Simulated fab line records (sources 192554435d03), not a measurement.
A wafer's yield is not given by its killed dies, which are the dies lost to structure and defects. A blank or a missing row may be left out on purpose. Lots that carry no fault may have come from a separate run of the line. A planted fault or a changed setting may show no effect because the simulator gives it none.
Comparing a struck lot with a sound one | flow n5-finfet | 15 steps out of a route of 1938
Sound: wafers L701.1, L701.3, L701.5. Wafers struck: L704.1, L704.3, L704.6. The cause is given at the end.
Each step with rows lists, per side, the tool, then ch with its chambers, then its first start. Under that, the readings that differ: sound wafers | struck wafers | difference of the means | sigmas: that difference in standard deviations of wafers without a fault.
alike: a reading whose means differ by less than 2 such deviations, as well as words and numbers matching on both sides. not compared: withheld readings; readings where some wafer has no value; bounds like >300 that might hide an equal value; numbers whose values overlap and for which the record gives no deviation.
The two part at a step that has a row with sigmas, a row that says differs or no value, or rows on one side only. When numbers do not overlap yet have no deviation, they are printed without sigmas and do not part them. A reading missing from all wafers of one side parts the sides only when that side holds two or more wafers.

first, 4 steps without rows for these wafers: N5_BEOL_M6_SOFTBAKE_06 (time 60 s); N5_BEOL_M6_EXPOSE_08 (exposes mask M6); N5_BEOL_M6_PEB_09 (peb time 60 s); N5_BEOL_M6_DEVELOP_10 (develop time 30 s).
N5_BEOL_M6_CD_MEAS_11: target cd 38.5 nm.
  sound on cd-sem-02 ch 0, day 9 11:37; struck on cd-sem-01 ch 0, day 10 16:56
  alike: cd-nm
N5_BEOL_M6_OVL_MEAS_12:
  sound on overlay-02 ch 0, day 9 11:38; struck on overlay-01 ch 0, day 10 16:58
  alike: M6_OVL
N5_BEOL_M6_INSPECT_13: inspects for defects (brightfield).
  sound on defect-inspect-02, day 9 11:40; struck on defect-inspect-02, day 10 16:59
  alike: raw-defect-count
N5_BEOL_M6_DESCUM_16: chemistry O2, time 7.9 s.
  sound on rie-diel-04 ch 0,2,3, day 9 11:44; struck on rie-diel-04 ch 0,2,3, day 10 17:49
  alike: bias-power-w, drypump-motor-current-A, oes-product-au, rf-vpp-V, showerhead-plenum-p-Torr, temp-c, throttle-valve-pct
  not compared: rf-hours-counter-h
N5_BEOL_M6_ETCH_61: etches SiARC in CF4, target depth 45.5 nm, time 75.8 s.
  sound on rie-diel-04 ch 0,2,3, day 9 11:47; struck on rie-diel-04 ch 0,2,3, day 10 17:51
  alike: drypump-motor-current-A, etch-rf-on-time-s, oes-product-au, rf-vpp-V, showerhead-plenum-p-Torr, throttle-valve-pct
  not compared: rf-hours-counter-h
N5_BEOL_M6_ETCH_62: etches SOC in N2/H2, target depth 110 nm, overetch 22 nm, time 165 s.
  sound on rie-diel-04 ch 0,2,3, day 9 11:50; struck on rie-diel-04 ch 0,2,3, day 10 17:55
  alike: drypump-motor-current-A, oes-product-au, rf-vpp-V, showerhead-plenum-p-Torr, temp-c, throttle-valve-pct
  not compared: rf-hours-counter-h
then, 1 step without rows for these wafers: N5_BEOL_M6_STRIP_68 (strips in N2/H2).
N5_BEOL_M6_STRIP_67: strips in CF4.
  sound on rie-diel-04 ch 0,2,3, day 9 11:59; struck on rie-diel-04 ch 0,2,3, day 10 18:04
  alike: bias-power-w, drypump-motor-current-A, oes-product-au, rf-vpp-V, showerhead-plenum-p-Torr, throttle-valve-pct
  not compared: rf-hours-counter-h
N5_BEOL_M6_HM_OPEN_17: chemistry Cl2/BCl3, target TiN, target depth 20 nm, overetch 6 nm.
  sound on rie-metal-03 ch 1, day 9 12:01; struck on rie-metal-03 ch 0,1, day 10 18:06
  reading                                  | sound        | struck       | difference | sigmas
  model.SOC_of_BEOL_M6_COAT_59.thk-nm (nm) | 91.8 91.8 92 | 89.4 89 89.4 | -2.6       |
  alike: bcl3-flow-sccm, drypump-motor-current-A, mfc-cl2-sccm, oes-product-au, throttle-valve-pct
  not compared: rf-hours-counter-h
N5_BEOL_M6_STRIP_19: strips in O2.
  sound on rie-diel-02 ch 0,3, day 9 12:08; struck on rie-diel-02 ch 0,2, day 10 18:17
  alike: drypump-motor-current-A, oes-product-au, rf-vpp-V, showerhead-plenum-p-Torr, temp-c, throttle-valve-pct
  not compared: rf-hours-counter-h
-- record jumps: 4 days separate the struck wafers' starts on either side; left off in module BEOL_M6, taken up again in module PASSIVATION, whose first shown step is the route's number 1936 --
N5_PASSIVATION_PROBE_49:
  sound on prober-01, day 13 04:36; struck on prober-01, day 14 20:22
  alike: defect-limited-yield, killed_at_M0_to_M3, killed_at_M4_up, killed-at-contacts, killed-at-front-end, killed-at-other, killed-dies, killed-on-rim, killed-open, killed-short, sort_bin_4_leakage, sort_bin_5_function, sort_bin_6_memory, sort-n-pass, sort-yield-pct

## WHERE THEY PART
Nowhere in this record.

WHY: the cause the simulator had injected
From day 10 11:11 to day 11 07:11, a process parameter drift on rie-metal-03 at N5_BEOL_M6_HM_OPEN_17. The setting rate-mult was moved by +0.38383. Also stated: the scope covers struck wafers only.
